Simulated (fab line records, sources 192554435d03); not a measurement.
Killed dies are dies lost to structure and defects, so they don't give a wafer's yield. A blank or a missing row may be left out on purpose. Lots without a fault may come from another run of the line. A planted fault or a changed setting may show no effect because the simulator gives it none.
fab line records | flow n5_finfet
record lots=7 wafers=21
route steps=1938 shown BEOL_M8@1332 BEOL_M9@1428 BEOL_M11@1552 BEOL_M13@1665 BEOL_M14@1742
start_h: hours from the record's first day to the start of the lot's first wafer shown | wait_h: hours since the lot's step before | " the same as in the row above | L1.1+2: a row that stands for several wafers | - no value, or no start given | * or withheld: withheld | < > ~ a bound
route shown NAME@n: a module of which the file shows steps, and the number in the route of the first | usual: mean/standard deviation of fault-free wafers | same: alike in all rows | chamber/n: place in a boat | sites: the reading at each site | _std_site: their standard deviation | _edge_site: outer sites' mean less inner sites' | radius_mm: how far each site lies from the wafer's centre | mask NAME#n: copy n | behind: the tool/chamber that last shaped the wafer | hold: why the lot was held/for how many hours/how that ended | device: the transistor (n, p or np) that didn't switch | end of line: the same wafers' tests at the end of the route | a step without rows: its recipe alone | killed: dies lost to structure and defects at the first sort, not the wafer's yield | map: a wafer's dies, x killed, . not, _ none there
set.NAME: the setting as run; set.NAME@STEP: as run at that earlier step | model.NAME: the simulator's own value behind a step, which no gauge read
lots whose settings were changed on purpose; a table a step, a row a wafer
## steps
# step N5_BEOL_M8_ILD_DEP_00
# recipe material=SiCOH_lowk target_thk_a=1797.5 temp_c=300 precursor=DEMS/porogen pressure_torr=5 rf_w=500 time_s=33.4
# columns lot.wafer tool chamber start_h wait_h set.time_s model.SiCOH_lowk_of_BEOL_M8_ILD_DEP_00.thk_nm
L075.1 pecvd-04 1 188.02 0.0 36.7 201.6
L075.3 " 0 " " 33.4 180.4
L075.5 " 0 " " 36.7 198.4
L074.2 pecvd-04 1 188.71 0.0 33.4 183.8
L074.5 " 2 " " 33.4 180.6
L074.6 " 0 " " 29.98 164
L078.3 pecvd-04 2 216.70 0.1 33.4 179
L078.5 " 2 " " 33.4 180.6
L078.6 " 1 " " 33.4 186.2
L080.2 pecvd-04 2 229.29 0.0 33.4 174.2
L080.4 " 0 " " 33.4 180
L080.5 " 2 " " 30.54 162.8
L084.1 pecvd-01 2 248.36 0.0 31.59 166.8
L084.2+3 " 1,0 " " 33.4 175.4
L086.1 pecvd-04 1 265.17 0.0 38.07 206.4
L086.2 " 0 " " 33.4 180.2
L086.4 " 1 " " 33.4 183.8
L092.1 pecvd-01 1 329.81 0.0 33.4 175.2
L092.3 " 2 " " 33.4 174.8
L092.4 " 2 " " 36.53 194.8
# step N5_BEOL_M8_CURE_74
# recipe temp_c=385 time_s=240 ambient=He/Ar material=SiCOH_lowk
# columns lot.wafer tool chamber start_h wait_h set.time_s@BEOL_M8_ILD_DEP_00 model.SiCOH_lowk_of_BEOL_M8_ILD_DEP_00.thk_nm
L075.1 uv_cure-02 0 188.09 0.0 36.7 174.2
L075.3 " 0 " " 33.4 155.4
L075.5 " 0 " " 36.7 171.2
L074.2 uv_cure-02 0 188.86 0.1 33.4 158.6
L074.5 " 0 " " 33.4 155.8
L074.6 " 0 " " 29.98 141.2
L078.3 uv_cure-03 0 216.92 0.2 33.4 154.4
L078.5 " 0 " " 33.4 155.8
L078.6 " 0 " " 33.4 160.6
L080.2 uv_cure-01 2 229.46 0.1 33.4 150.2
L080.4 " 2 " " 33.4 155.2
L080.5 " 2 " " 30.54 140.2
L084.1 uv_cure-01 0 248.42 0.0 31.59 143.6
L084.2+3 " 0 " " 33.4 151.2
L086.1 uv_cure-03 0 266.04 0.9 38.07 178.2
L086.2 " 0 " " 33.4 155.4
L086.4 " 0 " " 33.4 158.4
L092.1 uv_cure-02 1 329.88 0.0 33.4 151
L092.3 " 1 " " 33.4 150.8
L092.4 " 1 " " 36.53 168.2
# step N5_BEOL_M8_THK_MEAS_01
# recipe reads=SiCOH_lowk_of_BEOL_M8_ILD_DEP_00
# usual M8_ILD_THK=155.3/2.3
# columns lot.wafer tool chamber start_h wait_h set.time_s@BEOL_M8_ILD_DEP_00 M8_ILD_THK[nm]
L075.1 film_metro-02 - 188.60 0.4 36.7 174.2
L075.3 " - " " 33.4 155.6
L075.5 " - " " 36.7 171.2
L074.2 film_metro-01 - 189.29 0.4 33.4 158.5
L074.5 " - " " 33.4 155.7
L074.6 " - " " 29.98 141.3
L078.3 film_metro-01 - 217.28 0.3 33.4 154.3
L078.5 " - " " 33.4 155.9
L078.6 " - " " 33.4 160.6
L080.2 film_metro-02 - 229.89 0.4 33.4 150.1
L080.4 " - " " 33.4 155.2
L080.5 " - " " 30.54 140.4
L084.1 film_metro-01 - 248.94 0.4 31.59 143.6
L084.2 " - " " 33.4 151.1
L084.3 " - " " 33.4 151.2
L086.1 film_metro-02 - 266.56 0.4 38.07 178.0
L086.2 " - " " 33.4 155.4
L086.4 " - " " 33.4 158.5
L092.1 film_metro-01 - 330.39 0.4 33.4 151.2
L092.3 " - " " 33.4 150.7
L092.4 " - " " 36.53 168.0
# step N5_BEOL_M8_TRENCH_ETCH_37
# recipe chemistry=C4F6/O2 target_depth_a=934.78 target=SiCOH_lowk time_s=31.2 ion_energy_ev=250 pressure_mtorr=30 source_w=345 bias_w=185 Ar_flow_sccm=300 C4F6_flow_sccm=10 O2_flow_sccm=10
# usual rf_vpp_V=660/15
# columns lot.wafer tool chamber start_h wait_h set.bias_w rf_vpp_V
L075.1 rie_diel-04 2 - - 185 648
L075.3 " 1 " " 185 654
L075.5 " 1 " " 185 654
L074.2 rie_diel-05 2 - - 185 660
L074.5 " 2 " " 156 576
L074.6 " 0 " " 185 678
L078.3 rie_diel-05 1 - - 185 658
L078.5 " 0 " " 185 688
L078.6 " 2 " " 185 661
L080.2 rie_diel-06 0 - - 185 655
L080.4 " 3 " " 185 630
L080.5 " 0 " " 185 654
L084.1 rie_diel-04 3 - - 199.5 698
L084.2 " 1 " " 185 653
L084.3 " 0 " " 185 663
L086.1 rie_diel-05 3 - - 185 641
L086.2 " 1 " " 185 656
L086.4 " 2 " " 185 660
L092.1 rie_diel-06 3 - - 185 629
L092.3 " 0 " " 185 654
L092.4 " 1 " " 185 668
# step N5_BEOL_M9_COAT_22
# recipe resist=CAR-EUV spin_rpm=1500 resist_thk_nm=30
# columns lot.wafer tool chamber start_h wait_h set.spin_rpm model.CAR-EUV_of_BEOL_M9_COAT_22.thk_nm
L075.1+3+5 litho_track-03 0 - - 1500 30
L074.2+6 litho_track-01 0 - - 1608 29
L074.5 " 0 " " 1500 30
L078.3+5+6 litho_track-04 0 - - 1500 30
L080.2+4+5 litho_track-03 0 - - 1500 30
L084.1 litho_track-01 0 - - 1410 31
L084.2 " 0 " " 1500 30
L084.3 " 0 " " 1410 31.2
L086.1+2+4 litho_track-01 0 - - 1500 30.2
L092.1+3 litho_track-01 0 - - 1500 30.2
L092.4 " 0 " " 1500 30
# step N5_BEOL_M9_EBR_24
# recipe solvent=PGMEA ebr_width_mm=1.5
# step N5_BEOL_M9_SOFTBAKE_23
# recipe temp_c=110 time_s=60 resist=CAR-EUV
# step N5_BEOL_M9_EXPOSE_25
# recipe mask_id=V8 na=0.33 source_shape=annular sigma_inner=0.4 sigma_outer=0.8 polarization=unpolarized dose_mj=37.25
# step N5_BEOL_M9_PEB_26
# recipe peb_temp_c=100 peb_time_s=60 resist=CAR-EUV
# step N5_BEOL_M9_DEVELOP_27
# recipe develop_time_s=30 developer=TMAH resist=CAR-EUV rinse_liquid=surfactant_rinse dry=air_spin dev_temp_c=23
# columns lot.wafer tool chamber start_h wait_h set.spin_rpm@BEOL_M9_COAT_22 model.CAR-EUV_of_BEOL_M9_COAT_22.thk_nm
L075.1+3+5 litho_track-03 0 - - 1500 29.6
L074.2+6 litho_track-03 0 - - 1608 28.6
L074.5 " 0 " " 1500 29.6
L078.3 litho_track-04 0 - - 1500 29.4
L078.5+6 " 0 " " 1500 29.6
L080.2 litho_track-03 0 - - 1500 29.6
L080.4+5 " 0 " " 1500 29.4
L084.1+3 litho_track-03 0 - - 1410 30.6
L084.2 " 0 " " 1500 29.6
L086.1+2 litho_track-01 0 - - 1500 29.6
L086.4 " 0 " " 1500 29.8
L092.1+3+4 litho_track-04 0 - - 1500 29.6
# step N5_BEOL_M9_DESCUM_33
# recipe chemistry=O2 time_s=7 source_power_w=50 bias_power_w=20 pressure_mtorr=20 rf_frequency_hz=2.712e+07 temp_c=40 resist=CAR-EUV o2_flow_sccm=225
# columns lot.wafer tool chamber start_h wait_h set.spin_rpm@BEOL_M9_COAT_22 model.CAR-EUV_of_BEOL_M9_COAT_22.thk_nm
L075.1+5 rie_diel-01 1,2 203.79 0.0 1500 26
L075.3 " 3 " " 1500 26.2
L074.2+6 rie_diel-03 0,2 203.96 0.0 1608 25
L074.5 " 1 " " 1500 26.2
L078.3 rie_diel-01 1 227.73 0.0 1500 25.8
L078.5+6 " 3,2 " " 1500 26.2
L080.2+4+5 rie_diel-03 0,3,2 242.63 0.0 1500 26
L084.1+3 rie_diel-02 3,1 260.83 0.0 1410 27.2
L084.2 " 2 " " 1500 26.2
L086.1+2+4 rie_diel-03 3,1,2 283.66 0.0 1500 26.2
L092.1+3+4 rie_diel-01 3,0,2 338.66 0.1 1500 26.2
# step N5_BEOL_M11_DESCUM_16
# recipe chemistry=O2 time_s=7.9 source_power_w=50 bias_power_w=20 pressure_mtorr=20 rf_frequency_hz=2.712e+07 temp_c=40 resist=CAR-ArF o2_flow_sccm=225
# columns lot.wafer tool chamber start_h wait_h set.time_s model.CAR-ArF_of_BEOL_M11_COAT_05.thk_nm
L074.2 rie_diel-03 1 217.57 0.6 7.9 83.2
L074.5 " 1 " " 9.284 82.6
L074.6 " 0 " " 9.284 82.4
L075.1 rie_diel-01 2 218.10 0.0 6.179 84.8
L075.3 " 1 " " 7.9 83.6
L075.5 " 2 " " 7.9 83.4
L078.3 rie_diel-02 2 241.40 0.5 7.9 83.2
L078.5+6 " 0,1 " " 7.9 83.8
L080.2 rie_diel-01 1 256.53 0.1 8.42 83.6
L080.4 " 3 " " 8.42 83.8
L080.5 " 0 " " 7.9 84.2
L084.1 rie_diel-02 3 278.38 0.0 6.939 84.2
L084.2 " 1 " " 7.9 83.6
L084.3 " 2 " " 6.939 84.4
L086.1+2 rie_diel-03 1,2 298.93 0.0 6.401 85.2
L086.4 " 0 " " 7.9 83.8
L092.1 rie_diel-01 2 358.95 0.0 7.9 83.6
L092.3 " 0 " " 6.718 84.2
L092.4 " 3 " " 7.9 83
# step N5_BEOL_M11_ETCH_62
# recipe chemistry=N2/H2 target=SOC target_depth_a=1100 overetch_a=220 mask_material=SiARC temp_c=40 time_s=165 ion_energy_ev=200 pressure_mtorr=30 source_w=840 bias_w=150 n2_flow_sccm=200 h2_flow_sccm=200
# columns lot.wafer tool chamber start_h wait_h set.time_s
L074.2+5+6 rie_diel-03 1,1,0 217.65 0.0 165
L075.1 rie_diel-01 2 218.18 0.0 165
L075.3+5 " 1,2 " " 174.4
L078.3+5+6 rie_diel-02 2,0,1 241.48 0.0 165
L080.2+5 rie_diel-01 1,0 256.62 0.0 199.9
L080.4 " 3 " " 165
L084.1+2+3 rie_diel-02 3,1,2 278.46 0.0 165
L086.1 rie_diel-03 1 299.01 0.0 174.4
L086.2+4 " 2,0 " " 165
L092.1 rie_diel-01 2 359.04 0.0 165
L092.3+4 " 0,3 " " 195.4
# step N5_BEOL_M11_STRIP_68
# recipe chemistry=N2/H2 temp_c=40 n2_flow_sccm=200 h2_flow_sccm=200 rf_frequency_hz=6e+07
# step N5_BEOL_M11_STRIP_67
# recipe chemistry=CF4 resist=SiARC power_w=300 bias_power_w=75 pressure_mtorr=50 cf4_flow_sccm=150 rf_frequency_hz=6e+07
# step N5_BEOL_M11_HM_OPEN_17
# recipe chemistry=Cl2/BCl3 target_depth_a=200 overetch_a=60 target=TiN mask_material=SOC ion_energy_ev=150 pressure_mtorr=10 icp_w=1000 bias_w=126 Cl2_flow_sccm=53.25 bcl3_flow_sccm=21.75 Ar_flow_sccm=25
# columns lot.wafer tool chamber start_h wait_h set.time_s@BEOL_M11_ETCH_62 model.etch.depth_nm
L074.2 rie_metal-03 0 217.84 0.0 165 20.23
L074.5 " 0 " " 165 20.5
L074.6 " 1 " " 165 20.17
L075.1 rie_metal-03 1 218.37 0.0 165 20.19
L075.3 " 1 " " 174.4 19.42
L075.5 " 0 " " 174.4 19.19
L078.3 rie_metal-01 1 241.70 0.1 165 19.64
L078.5 " 0 " " 165 19.7
L078.6 " 1 " " 165 19.83
L080.2 rie_metal-01 0 256.81 0.0 199.9 17.07
L080.4 " 0 " " 165 20.48
L080.5 " 1 " " 199.9 17.41
L084.1 rie_metal-02 1 278.65 0.0 165 20.1
L084.2 " 0 " " 165 20.22
L084.3 " 1 " " 165 20.01
L086.1 rie_metal-01 1 299.20 0.0 174.4 19.29
L086.2 " 0 " " 165 20.32
L086.4 " 1 " " 165 20.11
L092.1 rie_metal-01 1 359.23 0.0 165 19.31
L092.3 " 1 " " 195.4 16.8
L092.4 " 0 " " 195.4 16.69
# step N5_BEOL_M13_EXPOSE_07
# recipe mask_id=V12 na=0.93 source_shape=conventional sigma_outer=0.6 polarization=unpolarized attpsm_phase_deg=180 dose_mj=24.8
# columns lot.wafer tool chamber start_h wait_h mask set.dose_mj
L074.2+6 krf_scanner-01 0 229.91 - V12#0 24.8
L074.5 " 0 " " V12#0 23.52
L075.1 krf_scanner-01 0 230.04 - V12#0 24.8
L075.3+5 " 0 " " V12#0 23.83
L078.3+5+6 krf_scanner-01 0 254.79 - V12#0 24.8
L080.2+4+5 krf_scanner-01 0 268.27 - V12#0 24.8
L084.1+2+3 krf_scanner-01 0 291.95 - V12#0 24.8
L086.1+2 krf_scanner-02 0 311.11 - V12#0 24.8
L086.4 " 0 " " V12#0 23.99
L092.1+4 krf_scanner-02 0 373.80 - V12#0 24.8
L092.3 " 0 " " V12#0 23.82
# step N5_BEOL_M13_PEB_08
# recipe peb_temp_c=130 peb_time_s=90
# step N5_BEOL_M13_DEVELOP_09
# recipe develop_time_s=45 rinse_liquid=diw dry=air_spin dev_temp_c=21
# step N5_BEOL_M13_HARDBAKE_14
# recipe temp_c=130 time_s=120
# step N5_BEOL_M13_CD_MEAS_10
# recipe target_cd_nm=190 landing_energy_ev=500 detector=se_inlens polarity=opening
# usual cd_nm=190.0/1.7
# columns lot.wafer tool chamber start_h wait_h set.dose_mj@BEOL_M13_EXPOSE_07 cd_nm
L074.2 cd_sem-02 0 230.08 - 24.8 189.7
L074.5 " 0 " " 23.52 184.1
L074.6 " 0 " " 24.8 190.3
L075.1 cd_sem-03 0 230.22 - 24.8 189.5
L075.3 " 0 " " 23.83 184.6
L075.5 " 0 " " 23.83 187.0
L078.3 cd_sem-03 0 254.96 - 24.8 190.0
L078.5 " 0 " " 24.8 189.5
L078.6 " 0 " " 24.8 188.0
L080.2 cd_sem-03 0 268.44 - 24.8 191.7
L080.4 " 0 " " 24.8 190.0
L080.5 " 0 " " 24.8 192.5
L084.1 cd_sem-01 0 292.13 - 24.8 188.9
L084.2 " 0 " " 24.8 187.7
L084.3 " 0 " " 24.8 189.6
L086.1 cd_sem-02 0 311.29 - 24.8 190.7
L086.2 " 0 " " 24.8 189.6
L086.4 " 0 " " 23.99 187.3
L092.1 cd_sem-02 0 373.97 - 24.8 187.7
L092.3 " 0 " " 23.82 184.5
L092.4 " 0 " " 24.8 191.2
# step N5_BEOL_M13_STRIP_71
# recipe chemistry=post_etch_residue_remover time_s=60 temp_c=25 remover_ph=withheld remover_water_wt_pct=withheld remover_fluoride_wt_pct=withheld
# step N5_BEOL_M13_SRD_72
# recipe time_s=30 temp_c=23 rinse_liquid=diw dry=n2_spin spin_rpm=1500 dry_time_s=30
# step N5_BEOL_M13_CD_MEAS_17
# recipe target_cd_nm=190 polarity=opening
# usual cd_nm=190.2/2.1
# columns lot.wafer tool chamber start_h wait_h set.dose_mj@BEOL_M13_EXPOSE_07 cd_nm
L074.2 cd_sem-02 - 230.70 0.0 24.8 190.8
L074.5 " - " " 23.52 183.9
L074.6 " - " " 24.8 189.9
L075.1 cd_sem-02 - 230.87 0.0 24.8 189.6
L075.3 " - " " 23.83 182.7
L075.5 " - " " 23.83 184.9
L078.3 cd_sem-03 - 255.57 0.0 24.8 190.8
L078.5 " - " " 24.8 190.6
L078.6 " - " " 24.8 189.7
L080.2 cd_sem-01 - 269.09 0.0 24.8 191.9
L080.4 " - " " 24.8 189.9
L080.5 " - " " 24.8 192.3
L084.1 cd_sem-02 - 293.06 0.0 24.8 189.2
L084.2 " - " " 24.8 189.9
L084.3 " - " " 24.8 189.0
L086.1 cd_sem-01 - 311.94 0.0 24.8 189.9
L086.2 " - " " 24.8 191.4
L086.4 " - " " 23.99 187.4
L092.1 cd_sem-01 - 374.60 0.0 24.8 187.3
L092.3 " - " " 23.82 184.2
L092.4 " - " " 24.8 191.2
# step N5_BEOL_M14_EXPOSE_25
# recipe mask_id=M14 na=0.8 source_shape=annular sigma_inner=0.5 sigma_outer=0.8 polarization=unpolarized target_cd_nm=280 dose_mj=26.6
# columns lot.wafer tool chamber start_h wait_h mask set.dose_mj
L074.2 krf_scanner-01 0 237.92 - M14#0 26.04
L074.5+6 " 0 " " M14#0 26.6
L075.1+3 krf_scanner-01 0 238.82 - M14#0 28.42
L075.5 " 0 " " M14#0 26.6
L078.3+5+6 krf_scanner-02 0 260.53 - M14#0 26.6
L080.2 krf_scanner-02 0 274.11 - M14#0 27.27
L080.4+5 " 0 " " M14#0 26.6
L084.1+3 krf_scanner-02 0 301.67 - M14#0 26.6
L084.2 " 0 " " M14#0 27.81
L086.1+2+4 krf_scanner-02 0 316.50 - M14#0 26.6
L092.1+3 krf_scanner-01 0 381.13 - M14#0 25.04
L092.4 " 0 " " M14#0 26.6
# step N5_BEOL_M14_PEB_26
# recipe peb_temp_c=130 peb_time_s=90
# step N5_BEOL_M14_DEVELOP_27
# recipe develop_time_s=45 rinse_liquid=diw dry=air_spin dev_temp_c=21
# step N5_BEOL_M14_HARDBAKE_32
# recipe temp_c=130 time_s=120
# step N5_BEOL_M14_CD_MEAS_28
# recipe target_cd_nm=284.4 landing_energy_ev=500 detector=se_inlens
# usual cd_nm=284.3/2.1
# columns lot.wafer tool chamber start_h wait_h set.dose_mj@BEOL_M14_EXPOSE_25 cd_nm
L074.2 cd_sem-01 0 238.09 - 26.04 279.3
L074.5 " 0 " " 26.6 284.0
L074.6 " 0 " " 26.6 284.9
L075.1 cd_sem-03 0 238.99 - 28.42 296.6
L075.3 " 0 " " 28.42 297.5
L075.5 " 0 " " 26.6 285.6
L078.3 cd_sem-03 0 260.69 - 26.6 288.3
L078.5 " 0 " " 26.6 286.1
L078.6 " 0 " " 26.6 287.5
L080.2 cd_sem-02 0 274.28 - 27.27 286.0
L080.4 " 0 " " 26.6 282.7
L080.5 " 0 " " 26.6 281.6
L084.1 cd_sem-01 0 301.84 - 26.6 285.3
L084.2 " 0 " " 27.81 294.1
L084.3 " 0 " " 26.6 283.7
L086.1 cd_sem-03 0 316.67 - 26.6 284.5
L086.2 " 0 " " 26.6 283.7
L086.4 " 0 " " 26.6 283.5
L092.1 cd_sem-02 0 381.30 - 25.04 270.1
L092.3 " 0 " " 25.04 272.7
L092.4 " 0 " " 26.6 280.0
# step N5_BEOL_M14_DESCUM_33
# recipe chemistry=O2 time_s=7.9 source_power_w=50 bias_power_w=20 pressure_mtorr=20 rf_frequency_hz=2.712e+07 temp_c=40 o2_flow_sccm=225
# columns lot.wafer tool chamber start_h wait_h set.dose_mj@BEOL_M14_EXPOSE_25 model.BEOL_M14.cd_nm
L074.2 rie_diel-05 3 238.55 0.4 26.04 278.8
L074.5 " 1 " " 26.6 284.4
L074.6 " 2 " " 26.6 285
L075.1 rie_diel-04 3 239.08 0.0 28.42 296.4
L075.3 " 0 " " 28.42 298.2
L075.5 " 1 " " 26.6 285.8
L078.3 rie_diel-04 2 260.78 0.0 26.6 288.4
L078.5 " 1 " " 26.6 285.6
L078.6 " 2 " " 26.6 287.4
L080.2 rie_diel-04 3 274.50 0.2 27.27 286.2
L080.4 " 0 " " 26.6 282.8
L080.5 " 3 " " 26.6 281.8
L084.1 rie_diel-06 3 301.93 0.0 26.6 285.6
L084.2 " 0 " " 27.81 294
L084.3 " 1 " " 26.6 283.8
L086.1 rie_diel-04 1 316.76 0.0 26.6 284.4
L086.2 " 3 " " 26.6 283.8
L086.4 " 2 " " 26.6 283.4
L092.1 rie_diel-04 2 381.42 0.1 25.04 270.2
L092.3 " 3 " " 25.04 272.8
L092.4 " 3 " " 26.6 279.8
# step N5_BEOL_M14_ETCH_67
# recipe chemistry=CF4 target=SiARC target_depth_a=1430 time_s=238.3 ion_energy_ev=80 pressure_mtorr=40 source_w=545 bias_w=36 Ar_flow_sccm=100 cf4_flow_sccm=100 ends=cleared
# step N5_BEOL_M14_ETCH_68
# recipe chemistry=N2/H2 target=SOC mask_material=SiARC source_w=3000 bias_w=350 temp_c=40 time_s=450 ion_energy_ev=200 pressure_mtorr=30 n2_flow_sccm=200 h2_flow_sccm=200
# columns lot.wafer tool chamber start_h wait_h set.dose_mj@BEOL_M14_EXPOSE_25 model.BEOL_M14.cd_nm
L074.2 rie_diel-05 3 238.73 0.1 26.04 277.6
L074.5 " 1 " " 26.6 279.6
L074.6 " 2 " " 26.6 281.2
L075.1 rie_diel-04 3 239.26 0.1 28.42 292
L075.3 " 0 " " 28.42 294.8
L075.5 " 1 " " 26.6 278.6
L078.3 rie_diel-04 2 260.96 0.1 26.6 283.6
L078.5 " 1 " " 26.6 280.4
L078.6 " 2 " " 26.6 282.8
L080.2 rie_diel-04 3 274.68 0.1 27.27 279.8
L080.4 " 0 " " 26.6 280.2
L080.5 " 3 " " 26.6 277.2
L084.1 rie_diel-06 3 302.11 0.1 26.6 283.4
L084.2 " 0 " " 27.81 294
L084.3 " 1 " " 26.6 278.8
L086.1+2 rie_diel-04 1,3 316.94 0.1 26.6 278.8
L086.4 " 2 " " 26.6 279.8
L092.1 rie_diel-04 2 381.60 0.1 25.04 266.8
L092.3 " 3 " " 25.04 268.4
L092.4 " 3 " " 26.6 274.8
## key
split step=N5_BEOL_M8_ILD_DEP_00 setting=time_s stated=33.4 by=wafer
response step=N5_BEOL_M8_ILD_DEP_00 reading=model.SiCOH_lowk_of_BEOL_M8_ILD_DEP_00.thk_nm change=+1.83 per=1% r=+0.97
response step=N5_BEOL_M8_CURE_74 reading=model.SiCOH_lowk_of_BEOL_M8_ILD_DEP_00.thk_nm change=+1.6 per=1% r=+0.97
response step=N5_BEOL_M8_THK_MEAS_01 reading=M8_ILD_THK change=+1.59 per=1% r=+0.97
split step=N5_BEOL_M8_TRENCH_ETCH_37 setting=bias_w stated=185 by=wafer
response step=N5_BEOL_M8_TRENCH_ETCH_37 reading=rf_vpp_V change=+5.75 per=1% r=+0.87
split step=N5_BEOL_M9_COAT_22 setting=spin_rpm stated=1500 by=wafer
response step=N5_BEOL_M9_COAT_22 reading=model.CAR-EUV_of_BEOL_M9_COAT_22.thk_nm change=-0.157 per=1% r=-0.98
response step=N5_BEOL_M9_DEVELOP_27 reading=model.CAR-EUV_of_BEOL_M9_COAT_22.thk_nm change=-0.15 per=1% r=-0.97
response step=N5_BEOL_M9_DESCUM_33 reading=model.CAR-EUV_of_BEOL_M9_COAT_22.thk_nm change=-0.167 per=1% r=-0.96
split step=N5_BEOL_M11_DESCUM_16 setting=time_s stated=7.9 by=wafer
response step=N5_BEOL_M11_DESCUM_16 reading=model.CAR-ArF_of_BEOL_M11_COAT_05.thk_nm change=-0.0594 per=1% r=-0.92
split step=N5_BEOL_M11_ETCH_62 setting=time_s stated=165 by=wafer
response step=N5_BEOL_M11_HM_OPEN_17 reading=model.etch.depth_nm change=-0.148 per=1% r=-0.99
split step=N5_BEOL_M13_EXPOSE_07 setting=dose_mj stated=24.8 by=wafer
response step=N5_BEOL_M13_CD_MEAS_10 reading=cd_nm change=+1.08 per=1% r=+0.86
response step=N5_BEOL_M13_CD_MEAS_17 reading=cd_nm change=+1.27 per=1% r=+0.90
split step=N5_BEOL_M14_EXPOSE_25 setting=dose_mj stated=26.6 by=wafer
response step=N5_BEOL_M14_CD_MEAS_28 reading=cd_nm change=+1.71 per=1% r=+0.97
response step=N5_BEOL_M14_DESCUM_33 reading=model.BEOL_M14.cd_nm change=+1.7 per=1% r=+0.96
response step=N5_BEOL_M14_ETCH_68 reading=model.BEOL_M14.cd_nm change=+1.87 per=1% r=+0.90
